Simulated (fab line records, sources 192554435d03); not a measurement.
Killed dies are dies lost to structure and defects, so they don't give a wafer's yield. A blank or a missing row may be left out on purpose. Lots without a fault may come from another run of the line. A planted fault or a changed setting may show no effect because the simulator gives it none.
fab line records | flow n5_finfet
record lots=24 wafers=72 last_day=17
route steps=1938 shown BEOL_M6@1228 BEOL_M7@1263
lots that met no fault: from a run of the same line without faults
start_h: hours from the record's first day to the start of the lot's first wafer shown | wait_h: hours since the lot's step before | " the same as in the row above | L1.1+2: a row that stands for several wafers | - no value, or no start given | * or withheld: withheld | < > ~ a bound
route shown NAME@n: a module of which the file shows steps, and the number in the route of the first | usual: mean/standard deviation of fault-free wafers | same: alike in all rows | chamber/n: place in a boat | sites: the reading at each site | _std_site: their standard deviation | _edge_site: outer sites' mean less inner sites' | radius_mm: how far each site lies from the wafer's centre | mask NAME#n: copy n | behind: the tool/chamber that last shaped the wafer | hold: why the lot was held/for how many hours/how that ended | device: the transistor (n, p or np) that didn't switch | end of line: the same wafers' tests at the end of the route | a step without rows: its recipe alone | killed: dies lost to structure and defects at the first sort, not the wafer's yield | map: a wafer's dies, x killed, . not, _ none there
set.NAME: the setting as run; set.NAME@STEP: as run at that earlier step | model.NAME: the simulator's own value behind a step, which no gauge read
steps of the route over a sample of lots; a table a step, a row a wafer
services: from which hour (start_h, from the record's first day; less than 0 if before it) a tool's chamber was out of use, for how many hours, and why
## steps
# step N5_BEOL_M6_OVL_MEAS_29
# recipe points_per_wafer=522
# usual V5_OVL=0.1/0.64
# columns lot.wafer tool chamber start_h wait_h V5_OVL[nm]
L075.2 overlay-02 0 176.23 0.0 0.4
L075.4 " 0 " " -0.3
L075.5 " 0 " " -0.5
L074.1 overlay-01 0 186.48 0.0 -0.2
L074.3 " 0 " " -0.5
L074.5 " 0 " " -0.9
L076.1 overlay-02 0 194.66 0.0 0.6
L076.2 " 0 " " 0.7
L076.3 " 0 " " 0.2
L077.1 overlay-02 0 203.10 0.0 0.1
L077.2 " 0 " " 0.7
L077.4 " 0 " " 0.8
L078.1 overlay-01 0 206.31 0.0 0.0
L078.5 " 0 " " 0.8
L078.6 " 0 " " 0.6
L079.2 overlay-01 0 225.31 0.0 -0.1
L079.3 " 0 " " 0.1
L079.5 " 0 " " 0.1
L080.2 overlay-02 0 225.48 0.0 0.4
L080.3 " 0 " " -0.1
L080.6 " 0 " " 0.5
L081.1 overlay-01 0 229.65 0.0 0.6
L081.3 " 0 " " -0.8
L081.6 " 0 " " 0.1
L082.1 overlay-01 0 229.82 0.0 -0.5
L082.3 " 0 " " 1.3
L082.6 " 0 " " -0.1
L083.3 overlay-01 0 231.64 0.0 0.0
L083.4 " 0 " " 0.8
L083.6 " 0 " " 0.0
L084.1 overlay-01 0 236.80 0.0 -0.8
L084.5 " 0 " " -0.3
L084.6 " 0 " " -0.1
L085.1 overlay-01 0 258.72 0.0 0.1
L085.4 " 0 " " 0.4
L085.6 " 0 " " -0.9
L086.1 overlay-02 0 261.76 0.0 -0.1
L086.4 " 0 " " -1.4
L086.5 " 0 " " 0.2
L087.1 overlay-01 0 261.96 0.0 1.0
L087.3 " 0 " " 1.2
L087.5 " 0 " " 1.0
L088.1 overlay-01 0 266.46 0.0 -0.5
L088.2 " 0 " " -0.4
L088.4 " 0 " " -0.2
L090.1 overlay-01 0 272.81 0.0 0.4
L090.4 " 0 " " 0.6
L090.6 " 0 " " 0.1
L089.1 overlay-02 0 281.92 0.0 -1.1
L089.3 " 0 " " -0.8
L089.6 " 0 " " 0.2
L091.4 overlay-01 0 285.35 0.0 -0.7
L091.5 " 0 " " -0.8
L091.6 " 0 " " -0.6
L092.1 overlay-01 0 299.86 0.0 0.6
L092.2 " 0 " " 0.4
L092.4 " 0 " " -0.1
L094.4 overlay-02 0 304.43 0.0 0.2
L094.5 " 0 " " -0.3
L094.6 " 0 " " 0.2
L093.1 overlay-01 0 304.45 0.0 1.5
L093.4 " 0 " " 0.1
L093.5 " 0 " " 0.4
L095.1 overlay-02 0 311.00 0.0 0.6
L095.3 " 0 " " 0.5
L095.6 " 0 " " 0.2
L096.1 overlay-01 0 311.08 0.0 0.3
L096.5 " 0 " " 0.1
L096.6 " 0 " " -0.2
L097.1 overlay-02 0 315.74 0.0 -0.7
L097.2 " 0 " " -0.2
L097.6 " 0 " " -1.2
# step N5_BEOL_M7_ILD_DEP_00
# recipe material=SiCOH_lowk target_thk_a=1797.5 temp_c=300 precursor=DEMS/porogen pressure_torr=5 rf_w=500 time_s=33.4
# usual heater_power_w=317/47 showerhead_plenum_p_Torr=5.738/0.017 throttle_valve_pct=13.8/0.66
# columns lot.wafer tool chamber start_h wait_h heater_power_w showerhead_plenum_p_Torr throttle_valve_pct
L075.2 pecvd-04 0 179.68 0.0 280 5.724 14.6
L075.4 " 1 " " 226 5.732 15.1
L075.5 " 0 " " 292 5.720 14.4
L074.1 pecvd-03 0 190.21 0.0 336 5.770 14.3
L074.3 " 1 " " 357 5.732 13.0
L074.5 " 0 " " 347 5.765 14.3
L076.1 pecvd-03 0 198.59 0.0 360 5.760 14.1
L076.2 " 1 " " 356 5.746 13.1
L076.3 " 2 " " 342 5.740 13.4
L077.1 pecvd-04 2 208.12 0.0 324 5.738 13.2
L077.2 " 0 " " 337 5.726 14.6
L077.4 " 1 " " 230 5.733 15.0
L078.1 pecvd-03 1 210.76 0.0 313 5.736 13.1
L078.5 " 1 " " 326 5.719 13.4
L078.6 " 0 " " 323 5.746 14.6
L079.2 pecvd-04 2 229.15 0.0 279 5.739 13.3
L079.3 " 0 " " 341 5.732 14.7
L079.5 " 2 " " 298 5.756 13.1
L080.2 pecvd-01 2 229.62 0.0 233 5.732 13.4
L080.3 " 1 " " 247 5.705 12.9
L080.6 " 1 " " 249 5.701 12.9
L081.1 pecvd-01 0 232.85 0.0 379 5.750 14.3
L081.3 " 2 " " 248 5.770 13.4
L081.6 " 0 " " 366 5.751 14.5
L082.1 pecvd-01 0 233.23 0.0 346 5.766 13.9
L082.3 " 1 " " 263 5.717 13.2
L082.6 " 2 " " 250 5.730 13.4
L083.3 pecvd-03 2 235.86 0.0 364 5.746 13.6
L083.4 " 0 " " 348 5.765 14.4
L083.6 " 1 " " 323 5.722 13.4
L084.1 pecvd-01 1 239.58 0.0 240 5.719 12.4
L084.5 " 0 " " 373 5.745 14.1
L084.6 " 1 " " 241 5.705 13.0
L085.1 pecvd-03 2 262.57 0.0 370 5.733 13.6
L085.4 " 0 " " 338 5.739 14.4
L085.6 " 2 " " 383 5.746 13.6
L086.1 pecvd-03 2 264.43 0.0 379 5.744 13.5
L086.4 " 1 " " 331 5.707 13.4
L086.5 " 2 " " 310 5.732 13.6
L087.1 pecvd-01 1 269.40 0.0 210 5.712 13.0
L087.3 " 0 " " 372 5.756 14.4
L087.5 " 1 " " 212 5.712 12.9
L088.1 pecvd-03 2 270.30 0.0 372 5.739 13.3
L088.2 " 1 " " 337 5.732 13.4
L088.4 " 0 " " 361 5.755 14.4
L090.1 pecvd-03 1 277.29 0.0 294 5.719 13.5
L090.4 " 0 " " 291 5.763 14.3
L090.6 " 2 " " 372 5.736 13.5
L089.1 pecvd-03 1 286.31 0.0 348 5.726 13.1
L089.3 " 2 " " 334 5.736 13.5
L089.6 " 2 " " 329 5.741 13.4
L091.4 pecvd-04 2 288.53 0.1 267 5.725 13.4
L091.5 " 1 " " 241 5.730 14.8
L091.6 " 0 " " 330 5.739 14.6
L092.1 pecvd-04 1 303.18 0.0 273 5.722 15.0
L092.2 " 0 " " 284 5.730 14.3
L092.4 " 0 " " 293 5.722 14.4
L094.4 pecvd-03 1 307.28 0.1 336 5.721 13.3
L094.5 " 0 " " 353 5.747 14.3
L094.6 " 2 " " 385 5.729 13.7
L093.1 pecvd-03 0 307.53 0.0 368 5.758 14.4
L093.4 " 0 " " 359 5.766 14.6
L093.5 " 2 " " 334 5.737 13.3
L095.1 pecvd-03 2 314.62 0.0 383 5.735 13.5
L095.3 " 1 " " 294 5.728 13.2
L095.6 " 1 " " 289 5.744 13.2
L096.1 pecvd-04 0 314.68 0.0 295 5.742 14.2
L096.5 " 2 " " 324 5.750 13.3
L096.6 " 1 " " 225 5.736 14.9
L097.1 pecvd-01 2 318.65 0.0 247 5.760 13.6
L097.2 " 0 " " 376 5.755 14.1
L097.6 " 1 " " 236 5.711 12.8
# step N5_BEOL_M7_THK_MEAS_01
# recipe reads=SiCOH_lowk_of_BEOL_M7_ILD_DEP_00
# usual M7_ILD_THK=154.4/2.3
# columns lot.wafer tool chamber start_h wait_h M7_ILD_THK[nm]
L075.2 film_metro-01 - 180.26 0.4 152.3
L075.4 " - " " 158.1
L075.5 " - " " 157.1
L074.1 film_metro-01 - 190.81 0.4 153.6
L074.3 " - " " 156.4
L074.5 " - " " 157.5
L076.1 film_metro-02 - 199.17 0.4 156.2
L076.2 " - " " 153.9
L076.3 " - " " 154.8
L077.1 film_metro-01 - 208.70 0.4 154.3
L077.2 " - " " 154.7
L077.4 " - " " 158.0
L078.1 film_metro-02 - 211.51 0.6 153.6
L078.5 " - " " 153.9
L078.6 " - " " 154.1
L079.2 film_metro-02 - 229.83 0.4 152.5
L079.3 " - " " 155.6
L079.5 " - " " 155.1
L080.2 film_metro-02 - 230.20 0.4 153.5
L080.3 " - " " 154.8
L080.6 " - " " 155.6
L081.1 film_metro-02 - 233.42 0.4 155.1
L081.3 " - " " 152.4
L081.6 " - " " 157.8
L082.1 film_metro-01 - 234.06 0.4 152.3
L082.3 " - " " 152.2
L082.6 " - " " 153.2
L083.3 film_metro-02 - 236.44 0.3 149.8
L083.4 " - " " 153.8
L083.6 " - " " 152.9
L084.1 film_metro-01 - 240.15 0.4 152.8
L084.5 " - " " 156.1
L084.6 " - " " 154.4
L085.1 film_metro-01 - 263.58 0.4 151.6
L085.4 " - " " 155.8
L085.6 " - " " 154.9
L086.1 film_metro-01 - 265.01 0.4 151.5
L086.4 " - " " 156.5
L086.5 " - " " 153.2
L087.1 film_metro-01 - 270.46 0.8 150.2
L087.3 " - " " 150.5
L087.5 " - " " 151.8
L088.1 film_metro-02 - 271.18 0.4 150.9
L088.2 " - " " 150.4
L088.4 " - " " 154.6
L090.1 film_metro-01 - 277.93 0.4 151.5
L090.4 " - " " 157.0
L090.6 " - " " 153.6
L089.1 film_metro-02 - 286.91 0.4 151.2
L089.3 " - " " 152.2
L089.6 " - " " 153.3
L091.4 film_metro-01 - 289.13 0.2 155.9
L091.5 " - " " 157.4
L091.6 " - " " 156.0
L092.1 film_metro-02 - 303.75 0.4 156.5
L092.2 " - " " 151.8
L092.4 " - " " 153.9
L094.4 film_metro-01 - 307.84 0.2 156.3
L094.5 " - " " 159.5
L094.6 " - " " 156.6
L093.1 film_metro-01 - 308.19 0.4 153.7
L093.4 " - " " 156.9
L093.5 " - " " 154.6
L095.1 film_metro-02 - 315.67 0.4 153.4
L095.3 " - " " 154.1
L095.6 " - " " 157.0
L096.1 film_metro-02 - 315.71 0.4 153.1
L096.5 " - " " 155.7
L096.6 " - " " 160.0
L097.1 film_metro-02 - 319.51 0.4 151.1
L097.2 " - " " 153.4
L097.6 " - " " 154.1
# step N5_BEOL_M7_PECVD_70
# recipe material=SiO2 target_thk_a=200 temp_c=400 precursor=TEOS/O2 pressure_torr=5.5 rf_w=450 teos_flow_sccm=53.8 gas=O2 flow_sccm=3000 time_s=22.7
# usual heater_power_w=717/74 showerhead_plenum_p_Torr=8.78/0.065 throttle_valve_pct=22.3/1.1
# columns lot.wafer tool chamber start_h wait_h heater_power_w showerhead_plenum_p_Torr throttle_valve_pct
L075.2 pecvd-01 1 180.29 0.0 548 8.64 20.6
L075.4 " 2 " " 574 8.80 21.4
L075.5 " 1 " " 557 8.65 20.6
L074.1 pecvd-01 2 190.85 0.0 661 8.81 21.7
L074.3 " 1 " " 620 8.63 20.9
L074.5 " 0 " " 813 8.82 22.8
L076.1 pecvd-03 1 199.21 0.0 700 8.72 21.4
L076.2 " 2 " " 771 8.80 21.7
L076.3 " 0 " " 675 8.88 23.0
L077.1 pecvd-01 2 208.74 0.0 659 8.80 21.8
L077.2 " 0 " " 743 8.83 22.9
L077.4 " 1 " " 591 8.64 20.6
L078.1 pecvd-04 2 211.54 0.0 741 8.78 21.4
L078.5 " 2 " " 751 8.80 21.8
L078.6 " 1 " " 659 8.75 24.4
L079.2 pecvd-03 1 229.87 0.0 784 8.74 21.1
L079.3 " 0 " " 787 8.87 23.3
L079.5 " 1 " " 791 8.72 21.5
L080.2 pecvd-04 1 230.24 0.0 601 8.75 24.2
L080.3 " 0 " " 715 8.78 23.4
L080.6 " 2 " " 765 8.77 21.7
L081.1 pecvd-03 1 233.46 0.0 759 8.74 21.2
L081.3 " 0 " " 771 8.87 23.1
L081.6 " 2 " " 693 8.80 21.5
L082.1 pecvd-04 1 234.10 0.0 653 8.77 24.6
L082.3 " 2 " " 671 8.80 21.6
L082.6 " 2 " " 662 8.77 21.6
L083.3 pecvd-03 1 236.48 0.0 687 8.71 21.4
L083.4 " 2 " " 821 8.77 21.5
L083.6 " 1 " " 704 8.74 21.4
L084.1 pecvd-01 0 240.19 0.0 744 8.84 23.2
L084.5 " 2 " " 615 8.78 21.8
L084.6 " 1 " " 621 8.64 20.7
L085.1 pecvd-01 0 263.62 0.0 738 8.84 23.0
L085.4 " 1 " " 583 8.63 20.8
L085.6 " 0 " " 741 8.84 23.0
L086.1 pecvd-01 2 265.05 0.0 667 8.80 21.7
L086.4 " 0 " " 813 8.85 23.3
L086.5 " 1 " " 576 8.64 20.6
L087.1 pecvd-04 0 270.51 0.0 769 8.76 23.5
L087.3 " 2 " " 701 8.78 21.5
L087.5 " 2 " " 719 8.77 21.8
L088.1 pecvd-03 1 271.21 0.0 754 8.72 21.3
L088.2 " 0 " " 762 8.86 23.2
L088.4 " 1 " " 753 8.73 21.3
L090.1 pecvd-04 0 277.96 0.0 742 8.77 23.3
L090.4 " 1 " " 697 8.79 24.5
L090.6 " 0 " " 736 8.75 23.3
L089.1 pecvd-04 1 286.94 0.0 674 8.76 24.1
L089.3 " 0 " " 775 8.78 23.7
L089.6 " 2 " " 650 8.79 21.8
L091.4 pecvd-01 1 289.18 0.1 596 8.63 20.6
L091.5 " 0 " " 723 8.81 23.1
L091.6 " 2 " " 680 8.80 21.7
L092.1 pecvd-03 1 303.79 0.0 725 8.73 21.6
L092.2 " 0 " " 686 8.90 23.7
L092.4 " 0 " " 706 8.86 23.6
L094.4 pecvd-03 2 307.89 0.1 796 8.77 22.0
L094.5 " 1 " " 742 8.74 21.2
L094.6 " 0 " " 763 8.87 23.4
L093.1 pecvd-03 0 308.23 0.0 654 8.88 23.1
L093.4 " 0 " " 674 8.87 23.1
L093.5 " 1 " " 787 8.72 21.4
L095.1 pecvd-03 0 315.71 0.0 819 8.86 23.4
L095.3 " 2 " " 868 8.79 21.7
L095.6 " 1 " " 664 8.75 21.5
L096.1 pecvd-04 0 315.75 0.0 751 8.75 23.6
L096.5 " 0 " " 753 8.76 23.3
L096.6 " 2 " " 719 8.78 22.1
L097.1 pecvd-03 1 319.55 0.0 680 8.75 21.3
L097.2 " 0 " " 813 8.88 23.2
L097.6 " 2 " " 817 8.78 22.0
# step N5_BEOL_M7_STRIP_19
# recipe chemistry=O2 power_w=400 temp_c=40 pressure_mtorr=30 rf_frequency_hz=6e+07 bias_power_w=0 overash_fraction=0.2 o2_flow_sccm=225
# usual drypump_motor_current_A=5.8/0.4 oes_product_au=0.80/0.088 rf_vpp_V=3.7/0.55 showerhead_plenum_p_Torr=2.12/0.078 throttle_valve_pct=16.68/0.2
# columns lot.wafer tool chamber start_h wait_h drypump_motor_current_A oes_product_au rf_hours_counter_h rf_vpp_V showerhead_plenum_p_Torr throttle_valve_pct
L075.2 rie_diel-01 0 181.91 0.1 5.1 0.90 33 3.6 2.03 16.48
L075.4 " 3 " " 6.2 0.84 57 4.0 2.21 16.53
L075.5 " 3 " " 6.2 0.84 - 4.0 2.21 16.49
L074.1 rie_diel-01 3 194.54 0.1 6.2 0.82 63 4.3 2.21 16.56
L074.3 " 0 " " 5.1 0.88 38 4.1 2.02 16.50
L074.5 " 3 " " 6.2 0.83 - 4.0 2.21 16.55
L076.1 rie_diel-01 2 200.84 0.1 5.6 0.73 194 3.1 2.17 16.72
L076.2 " 1 " " 5.9 0.67 248 4.0 2.06 17.27
L076.3 " 0 " " 5.1 0.88 40 3.4 2.02 16.52
L077.1 rie_diel-06 2 211.33 0.2 5.9 0.78 109 3.2 2.19 16.68
L077.2 " 3 " " 6.4 0.72 213 3.1 2.18 16.96
L077.4 " 1 " " 6.0 0.73 156 3.3 2.21 16.82
L078.1 rie_diel-02 2 213.32 0.1 5.9 0.82 84 5.1 2.04 16.48
L078.5 " 1 " " 6.4 0.90 - 3.7 2.04 16.33
L078.6 " 2 " " 6.0 0.82 - 2.7 2.04 16.46
L079.2 rie_diel-01 3 231.63 0.1 6.2 0.82 72 4.3 2.21 16.56
L079.3 " 2 " " 5.6 0.73 203 3.8 2.17 16.72
L079.5 " 0 " " 5.1 0.87 - 3.5 2.02 16.51
L080.2 rie_diel-06 2 232.08 0.1 5.9 0.77 114 4.1 2.19 16.70
L080.3 " 0 " " 5.6 0.74 192 3.5 2.09 16.81
L080.6 " 0 " " 5.6 0.74 - 3.4 2.09 16.81
L081.1 rie_diel-02 3 234.68 0.1 5.6 0.93 8 4.0 2.15 16.56
L081.3 " 0 " " 5.6 0.70 240 4.7 1.98 16.61
L081.6 " 0 " " 5.6 0.70 - 4.3 1.98 16.63
L082.1 rie_diel-01 0 238.10 0.2 5.1 0.87 52 3.0 2.02 16.55
L082.3 " 3 " " 6.2 0.80 75 3.5 2.20 16.56
L082.6 " 2 " " 5.7 0.73 - 3.5 2.17 16.73
L083.3 rie_diel-01 0 238.19 0.1 5.1 0.86 52 4.0 2.02 16.52
L083.4 " 2 " " 5.6 0.73 205 2.8 2.17 16.74
L083.6 " 2 " " 5.6 0.73 - 2.4 2.17 16.73
L084.1 rie_diel-01 2 242.56 0.1 5.6 0.72 207 3.3 2.17 16.72
L084.5 " 0 " " 5.1 0.86 - 4.5 2.02 16.52
L084.6 " 3 " " 6.2 0.80 - 3.4 2.20 16.59
L085.1 rie_diel-01 2 264.69 0.1 5.7 0.72 212 4.0 2.16 16.73
L085.4 " 1 " " 6.0 0.97 8 3.9 2.05 16.85
L085.6 " 3 " " 6.2 0.80 - 3.9 2.20 16.58
L086.1 rie_diel-02 3 268.94 0.1 5.6 0.90 18 4.1 2.15 16.57
L086.4 " 1 " " 6.4 0.88 - 3.7 2.03 16.36
L086.5 " 3 " " 5.5 0.91 - 3.6 2.15 16.58
L087.1 rie_diel-06 3 271.57 0.1 6.5 0.69 233 3.8 2.18 16.98
L087.3 " 2 " " 5.8 0.77 127 3.9 2.18 16.71
L087.5 " 1 " " 6.1 0.71 - 3.8 2.20 16.88
L088.1 rie_diel-01 0 272.42 0.1 5.1 0.84 62 3.7 2.02 16.55
L088.2 " 3 " " 6.2 0.80 85 4.2 2.20 16.57
L088.4 " 2 " " 5.6 0.72 215 4.2 2.16 16.75
L090.1 rie_diel-06 0 279.83 0.1 5.6 0.75 196 3.2 2.09 16.83
L090.4 " 2 " " 5.9 0.76 131 3.6 2.18 16.71
L090.6 " 2 " " 5.9 0.76 - 3.5 2.18 16.71
L089.1 rie_diel-02 2 288.43 0.2 5.9 0.80 111 4.0 2.03 16.54
L089.3 " 0 " " 5.6 0.99 2 3.7 2.24 16.19
L089.6 " 1 " " 6.3 0.88 - 4.8 2.03 16.35
L091.4 rie_diel-06 1 290.99 0.1 6.0 0.70 183 3.5 2.20 16.88
L091.5 " 0 " " 5.6 0.73 - 3.1 2.09 16.85
L091.6 " 3 " " 6.5 0.68 - 3.4 2.18 16.98
L092.1 rie_diel-01 2 306.29 0.1 5.6 0.71 225 4.3 2.16 16.77
L092.2 " 0 " " 5.1 0.83 74 3.2 2.01 16.59
L092.4 " 3 " " 6.2 0.78 95 3.6 2.20 16.60
L094.4 rie_diel-01 3 309.36 0.1 6.2 0.78 96 3.9 2.20 16.60
L094.5 " 0 " " 5.1 0.83 - 4.6 2.01 16.57
L094.6 " 1 " " 6.0 0.92 - 3.5 2.05 16.88
L093.1 rie_diel-01 0 309.50 0.1 5.1 0.84 75 3.7 2.01 16.58
L093.4 " 1 " " 5.9 0.92 23 3.8 2.05 16.88
L093.5 " 2 " " 5.6 0.73 - 3.7 2.16 16.77
L095.1 rie_diel-06 3 317.61 0.1 6.5 0.69 249 2.7 2.17 17.00
L095.3 " 2 " " 5.9 0.76 144 3.6 2.18 16.74
L095.6 " 3 " " 6.5 0.69 - 3.2 2.17 17.00
L096.1 rie_diel-02 2 317.75 0.1 5.9 0.78 119 3.8 2.03 16.56
L096.5 " 0 " " 5.6 0.97 - 3.9 2.24 16.23
L096.6 " 3 " " 5.5 0.87 - 3.1 2.14 16.60
L097.1 rie_diel-01 2 320.76 0.1 5.6 0.71 229 3.8 2.16 16.76
L097.2 " 3 " " 6.2 0.77 99 4.2 2.20 16.63
L097.6 " 2 " " 5.6 0.73 - 4.1 2.16 16.76
# step N5_BEOL_M7_DESCUM_33
# recipe chemistry=O2 time_s=7 source_power_w=50 bias_power_w=20 pressure_mtorr=20 rf_frequency_hz=2.712e+07 temp_c=40 resist=CAR-EUV o2_flow_sccm=225
# usual drypump_motor_current_A=5.9/0.37 oes_product_au=0.78/0.079 rf_vpp_V=243.7/1.3 showerhead_plenum_p_Torr=2.13/0.072 throttle_valve_pct=20.51/0.18
# columns lot.wafer tool chamber start_h wait_h drypump_motor_current_A oes_product_au rf_hours_counter_h rf_vpp_V showerhead_plenum_p_Torr throttle_valve_pct
L075.2 rie_diel-02 3 182.95 0.0 5.6 0.68 248 242.7 2.15 20.68
L075.4 " 1 " " 6.3 0.93 20 243.9 2.04 20.08
L075.5 " 2 " " 5.9 0.83 - 243.9 2.04 20.23
L074.1 rie_diel-01 3 195.51 0.0 6.2 0.82 63 245.4 2.20 20.36
L074.3 " 2 " " 5.6 0.74 192 244.4 2.17 20.44
L074.5 " 2 " " 5.6 0.74 - 245.3 2.17 20.44
L076.1 rie_diel-02 0 203.37 0.4 5.6 0.71 230 242.5 1.98 20.30
L076.2 " 2 " " 5.9 0.82 81 241.8 2.04 20.24
L076.3 " 1 " " 6.4 0.91 27 240.9 2.03 20.09
L077.1 rie_diel-06 3 212.19 0.0 6.4 0.71 214 245.2 2.18 20.73
L077.2 " 0 " " 5.6 0.75 185 243.3 2.09 20.55
L077.4 " 2 " " 5.9 0.79 109 245.1 2.19 20.43
L078.1 rie_diel-06 3 215.31 0.0 6.4 0.72 215 245.3 2.18 20.72
L078.5 " 1 " " 6.0 0.72 - 244.6 2.21 20.64
L078.6 " 0 " " 5.6 0.74 - 243.0 2.09 20.55
L079.2 rie_diel-06 3 232.55 0.3 6.4 0.71 220 243.5 2.18 20.75
L079.3 " 1 " " 6.0 0.72 162 243.5 2.20 20.65
L079.5 " 3 " " 6.4 0.71 - 243.2 2.18 20.74
L080.2 rie_diel-01 3 233.05 0.0 6.2 0.81 73 244.4 2.20 20.37
L080.3 " 0 " " 5.1 0.86 50 243.1 2.02 20.28
L080.6 " 2 " " 5.7 0.73 - 244.9 2.16 20.46
L081.1 rie_diel-06 0 236.99 0.1 5.6 0.74 193 243.7 2.08 20.56
L081.3 " 3 " " 6.5 0.70 221 244.5 2.18 20.75
L081.6 " 3 " " 6.4 0.71 - 242.9 2.18 20.72
L082.1 rie_diel-06 0 238.64 0.0 5.6 0.75 194 243.0 2.08 20.57
L082.3 " 3 " " 6.4 0.71 222 242.7 2.18 20.73
L082.6 " 1 " " 6.1 0.72 - 243.6 2.20 20.65
L083.3 rie_diel-01 1 238.84 0.0 5.9 1.01 1 242.9 2.05 20.69
L083.4 " 0 " " 5.1 0.87 52 242.1 2.02 20.28
L083.6 " 3 " " 6.2 0.81 - 245.7 2.20 20.35
L084.1 rie_diel-01 1 243.91 0.0 6.0 0.99 3 241.1 2.05 20.70
L084.5 " 0 " " 5.1 0.86 - 242.8 2.02 20.29
L084.6 " 3 " " 6.2 0.81 - 244.3 2.20 20.37
L085.1 rie_diel-06 3 267.15 0.0 6.4 0.70 230 243.6 2.17 20.75
L085.4 " 1 " " 6.0 0.71 - 244.3 2.20 20.68
L085.6 " 2 " " 5.9 0.77 - 245.1 2.18 20.48
L086.1 rie_diel-01 2 269.43 0.0 5.7 0.72 214 244.4 2.16 20.47
L086.4 " 1 " " 5.9 0.97 9 241.6 2.05 20.71
L086.5 " 3 " " 6.2 0.80 - 245.4 2.20 20.40
L087.1 rie_diel-02 1 272.90 0.1 6.3 0.88 50 242.6 2.02 20.13
L087.3 " 2 " " 5.9 0.80 104 242.2 2.03 20.27
L087.5 " 2 " " 6.0 0.80 - 241.9 2.03 20.26
L088.1 rie_diel-01 1 273.50 0.5 6.0 0.96 11 241.5 2.05 20.71
L088.2 " 0 " " 5.1 0.86 63 242.9 2.01 20.31
L088.4 " 3 " " 6.2 0.80 85 246.5 2.20 20.38
L090.1 rie_diel-06 1 280.90 0.0 6.0 0.71 179 244.4 2.20 20.67
L090.4 " 2 " " 5.9 0.75 131 244.7 2.18 20.48
L090.6 " 1 " " 6.0 0.71 - 244.6 2.20 20.67
L089.1 rie_diel-06 1 288.93 0.0 6.0 0.70 182 244.9 2.20 20.68
L089.3 " 2 " " 5.9 0.75 134 244.4 2.18 20.49
L089.6 " 0 " " 5.6 0.74 - 243.1 2.08 20.57
L091.4 rie_diel-01 2 292.34 0.1 5.6 0.72 221 243.5 2.16 20.49
L091.5 " 1 " " 5.9 0.94 - 242.3 2.04 20.72
L091.6 " 0 " " 5.1 0.85 - 243.7 2.01 20.31
L092.1 rie_diel-06 1 307.09 0.0 6.0 0.70 188 244.9 2.19 20.70
L092.2 " 0 " " 5.6 0.74 205 241.7 2.08 20.59
L092.4 " 2 " " 5.9 0.74 140 244.5 2.18 20.50
L094.4 rie_diel-06 3 311.11 0.0 6.4 0.69 - 243.4 2.17 20.76
L094.5 " 2 " " 5.9 0.75 - 244.8 2.18 20.49
L094.6 " 1 " " 6.0 0.71 - 243.8 2.19 20.69
L093.1 rie_diel-01 0 311.47 0.4 5.1 0.83 75 240.5 2.01 20.32
L093.4 " 1 " " 6.0 0.91 23 242.4 2.04 20.72
L093.5 " 2 " " 5.7 0.72 - 245.3 2.16 20.48
L095.1 rie_diel-01 2 318.56 0.0 5.6 0.72 228 244.7 2.15 20.49
L095.3 " 1 " " 6.0 0.92 26 243.6 2.04 20.73
L095.6 " 2 " " 5.7 0.72 - 244.7 2.15 20.48
L096.1 rie_diel-06 1 318.75 0.1 6.0 0.70 193 243.4 2.19 20.70
L096.5 " 2 " " 5.9 0.74 - 244.5 2.17 20.50
L096.6 " 1 " " 6.0 0.68 - 247.2 2.19 20.70
L097.1 rie_diel-06 2 321.33 0.1 5.9 0.75 145 245.5 2.17 20.50
L097.2 " 1 " " 6.0 0.70 194 245.3 2.19 20.70
L097.6 " 1 " " 6.0 0.70 - 244.2 2.19 20.71
## services
# columns tool chamber start_h hours kind
rie_diel-02 1 157.42 4.3 repair
pecvd-03 2 178.61 11.9 repair
rie_diel-01 1 186.73 2.2 repair
pecvd-03 2 202.38 - clean
pecvd-03 2 202.38 - consumable_replace:showerhead
pecvd-03 2 202.38 29.0 scheduled_down
pecvd-03 2 202.38 29.0 vent_cycle
rie_diel-01 3 210.45 5.0 repair
rie_diel-01 1 215.71 - clean
rie_diel-01 1 215.71 - consumable_replace:focus_ring
rie_diel-01 1 215.71 21.0 scheduled_down
rie_diel-01 1 215.71 21.0 vent_cycle
pecvd-03 0 237.48 20.3 repair
rie_diel-06 0 241.54 35.5 repair
pecvd-04 1 262.03 9.9 repair
rie_diel-02 1 275.33 12.3 repair
pecvd-03 0 284.73 5.5 scheduled_down
rie_diel-01 - 291.01 0.8 repair
pecvd-03 - 295.25 1.3 repair
pecvd-04 - 306.98 1.1 repair
rie_diel-06 0 310.84 9.6 repair
rie_diel-06 3 320.63 - clean
rie_diel-06 3 320.63 - consumable_replace:focus_ring
rie_diel-06 3 320.63 31.4 scheduled_down
## key
fault none
